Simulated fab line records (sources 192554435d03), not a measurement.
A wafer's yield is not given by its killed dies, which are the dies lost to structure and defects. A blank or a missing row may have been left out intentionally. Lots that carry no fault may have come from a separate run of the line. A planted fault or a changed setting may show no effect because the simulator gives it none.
Which tool was responsible? -- flow n5Finfet -- 27 wafers from 9 lots sampled at 7 of the route's 1938 steps

== WHAT THE GAUGES READ, wafer by wafer ==
N5_BEOL_M13_OVL_MEAS_29.
lot,measured,on,M13_OVL (nm)
L308,day 13 14:49,overlay-01,-8 1 1
L309,day 14 05:38,overlay-01,9 -3 -3
L313,day 14 22:52,overlay-01,7 -1 4
L311,day 15 18:13,overlay-01,9 9 11
L323,day 18 09:11,overlay-01,1 1 -4
L327,day 18 21:07,overlay-01,-6 2 -9
L330,day 19 10:33,overlay-02,-3 -11 -5
L329,day 19 11:11,overlay-01,-1 -4 9
L328,day 21 00:22,overlay-02,9 -13 -8

N5_BEOL_M13_OCD_MEAS_35.
lot,measured,on,trenchDepthNm (nm)
L308,day 13 15:27,ocd-02,419 409 411
L309,day 14 06:26,ocd-02,415 421 410
L313,day 14 23:31,ocd-01,414 412 426
L311,day 15 19:11,ocd-02,421 420 418
L323,day 18 09:49,ocd-02,425 405 405
L327,day 18 22:20,ocd-01,397 403 388
L330,day 19 11:11,ocd-02,422 424 416
L329,day 19 11:53,ocd-02,414 417 426
L328,day 21 01:00,ocd-02,409 425 418

N5_BEOL_M13_THK_MEAS_50: measures by xrf.
lot,measured,on,M13_THK (nm)
L308,day 13 18:32,filmMetro-02,432 423 422
L309,day 14 13:25,filmMetro-02,433 437 431
L313,day 15 03:47,filmMetro-01,425 424 440
L311,day 15 23:37,filmMetro-01,442 438 436
L323,day 18 12:54,filmMetro-01,445 423 424
L327,day 19 00:36,filmMetro-01,418 420 407
L330,day 19 18:42,filmMetro-02,443 442 435
L329,day 19 21:17,filmMetro-01,432 434 438
L328,day 21 03:12,filmMetro-02,428 445 436

N5_BEOL_M13_RS_MEAS_54: a four-point-probe measurement.
lot,measured,on,M13_RS (ohm/sq)
L308,day 13 18:40,filmMetro-02,0.0444 0.0454 0.0454
L309,day 14 13:33,filmMetro-02,0.0447 0.0442 0.0452
L313,day 15 03:55,filmMetro-01,0.0451 0.0450 0.0436
L311,day 15 23:44,filmMetro-02,0.0443 0.0445 0.0446
L323,day 18 13:02,filmMetro-01,0.0436 0.0460 0.0457
L327,day 19 00:44,filmMetro-02,0.0467 0.0462 0.0478
L330,day 19 18:50,filmMetro-01,0.0440 0.0438 0.0448
L329,day 19 21:25,filmMetro-01,0.0448 0.0444 0.0438
L328,day 21 03:20,filmMetro-02,0.0455 0.0436 0.0447

== WHICH TOOL RAN EACH LOT (tool, then ch and the chambers of the sampled wafers, then the start) ==
lot,N5_BEOL_M13_VIA_ETCH_16,N5_BEOL_M13_ETCH_67,N5_BEOL_M13_TRENCH_ETCH_34
L308,"rieDiel-03 ch 2,3, day 13 13:53","rieDiel-02 ch 1,2, day 13 14:55","rieDiel-02 ch 1,2, day 13 15:17"
L309,"rieDiel-03 ch 1,2,3, day 14 04:49","rieDiel-03 ch 1,2,3, day 14 05:53","rieDiel-03 ch 1,2,3, day 14 06:16"
L313,"rieDiel-02 ch 0,3, day 14 22:04","rieDiel-02 ch 0,1,3, day 14 22:58","rieDiel-02 ch 0,1,3, day 14 23:20"
L311,"rieDiel-06 ch 2,3, day 15 17:25","rieDiel-03 ch 1,3, day 15 18:39","rieDiel-03 ch 1,3, day 15 19:01"
L323,"rieDiel-03 ch 0,1,3, day 18 08:23","rieDiel-02 ch 0,2, day 18 09:16","rieDiel-02 ch 0,2, day 18 09:38"
L327,"rieDiel-03 ch 0,3, day 18 20:12","rieDiel-02 ch 0,1,2, day 18 21:48","rieDiel-02 ch 0,1,2, day 18 22:10"
L330,"rieDiel-02 ch 0,1,2, day 19 09:38","rieDiel-03 ch 0,1,3, day 19 10:39","rieDiel-03 ch 0,1,3, day 19 11:01"
L329,"rieDiel-06 ch 0,2,3, day 19 10:16","rieDiel-03 ch 0,1,3, day 19 11:20","rieDiel-03 ch 0,1,3, day 19 11:42"
L328,"rieDiel-06 ch 2,3, day 20 23:31","rieDiel-06 ch 0,1,2, day 21 00:27","rieDiel-06 ch 0,1,2, day 21 00:49"
- N5_BEOL_M13_VIA_ETCH_16: etches SiOC in C4F8/O2/Ar, target depth 921.7 nm.
- N5_BEOL_M13_ETCH_67: etches SiARC in CF4, target depth 143 nm, time 238.3 s.
- N5_BEOL_M13_TRENCH_ETCH_34: etches SiOC in C4F8/O2/Ar, target depth 413.47 nm, time 162.6 s.

== AS READ BY THE TOOLS THEMSELVES (means over the sampled wafers that have a number; for cases with no such wafer, the mark the record gives instead) ==
N5_BEOL_M13_VIA_ETCH_16.
lot,tool,drypumpMotorCurrentA (A),oesProductAu (a.u.),rfFwdPowerW (W),rfVppV (V),showerheadPlenumPTorr (Torr),throttleValvePct (%)
L308,rieDiel-03,5.6,0.77,2998,672,3.59,24.10
L309,rieDiel-03,5.7,0.79,2988,670,3.54,24.15
L313,rieDiel-02,5.8,0.77,2987,665,3.42,24.29
L311,rieDiel-06,5.3,0.75,2993,664,3.38,24.12
L323,rieDiel-03,5.7,0.74,2998,668,3.48,24.12
L327,rieDiel-03,5.5,0.71,2987,668,3.52,24.11
L330,rieDiel-02,5.6,0.69,2996,661,3.26,24.33
L329,rieDiel-06,5.6,0.70,2990,665,3.39,24.07
L328,rieDiel-06,5.3,0.71,2988,665,3.42,24.12

N5_BEOL_M13_ETCH_67.
lot,tool,drypumpMotorCurrentA (A),etchRfOnTimeS (s),oesProductAu (a.u.),rfFwdPowerW (W),rfVppV (V),showerheadPlenumPTorr (Torr),throttleValvePct (%)
L308,rieDiel-02,5.6,235,0.64,542.7,181.2,2.00,15.62
L309,rieDiel-03,5.7,233,0.77,543.3,185.7,2.22,15.52
L313,rieDiel-02,5.7,239,0.67,543.8,183.8,2.12,15.55
L311,rieDiel-03,5.6,232,0.79,543.4,184.8,2.20,15.61
L323,rieDiel-02,5.7,236,0.67,542.7,182.3,2.01,15.68
L327,rieDiel-02,5.6,233,0.66,543.9,183.2,2.04,15.64
L330,rieDiel-03,5.7,228,0.71,543.2,183.6,2.17,15.56
L329,rieDiel-03,5.7,227,0.70,543.2,184.4,2.17,15.56
L328,rieDiel-06,5.6,233,0.69,543.5,184.7,2.15,15.37

N5_BEOL_M13_TRENCH_ETCH_34.
lot,tool,drypumpMotorCurrentA (A),oesProductAu (a.u.),rfFwdPowerW (W),rfVppV (V),showerheadPlenumPTorr (Torr),throttleValvePct (%)
L308,rieDiel-02,5.6,0.75,2993,659,3.22,24.25
L309,rieDiel-03,5.8,0.88,2982,670,3.54,24.15
L313,rieDiel-02,5.7,0.79,2991,665,3.39,24.19
L311,rieDiel-03,5.6,0.92,2980,668,3.52,24.31
L323,rieDiel-02,5.7,0.77,2990,659,3.22,24.41
L327,rieDiel-02,5.6,0.76,2995,661,3.27,24.33
L330,rieDiel-03,5.7,0.82,2988,667,3.47,24.14
L329,rieDiel-03,5.7,0.82,2989,668,3.47,24.15
L328,rieDiel-06,5.6,0.81,2985,667,3.43,23.93

== THE ANSWER, worked out from the rows above alone ==
Rule: the lots themselves supply what counts as usual. The widest of any qualifying gaps counts: lots, ordered by their means at a reading, are off when they make up no more than a third of the lots, leave a main group of 4 or more, and stand apart from it by 3 or more times the standard deviation of that group's means. A main group is skipped when, at the precision printed for the reading in the tables above, its means are all equal. Also off: a lot with no number at a reading for which 4 or more lots have one. Where the step has rows for the other lots, those lots are counted as sound. First the gauges in route order, then the tools' own readings, where a lot's mean is used as printed above. The first step at which some lot is off is used, and at that step the reading that is off furthest; a lot without a number counts as furthest.
Off at N5_BEOL_M13_OCD_MEAS_35 (trenchDepthNm): L327. The main group has a mean of 417 nm with a standard deviation of 3.
A tool fits if, at a process step before that reading, it ran every lot that is off, and no sound lot after the first of them. Not tried: the gauges at N5_BEOL_M13_OCD_MEAS_35; whatever is off there is also off at N5_BEOL_M13_RS_MEAS_54, on other tools, and gauge error can't account for it. Undecided on this evidence; 2 tools fit (rieDiel-03 at N5_BEOL_M13_VIA_ETCH_16, rieDiel-02 at N5_BEOL_M13_ETCH_67 and N5_BEOL_M13_TRENCH_ETCH_34).

== WHAT WAS PUT IN BY THE SIMULATOR ==
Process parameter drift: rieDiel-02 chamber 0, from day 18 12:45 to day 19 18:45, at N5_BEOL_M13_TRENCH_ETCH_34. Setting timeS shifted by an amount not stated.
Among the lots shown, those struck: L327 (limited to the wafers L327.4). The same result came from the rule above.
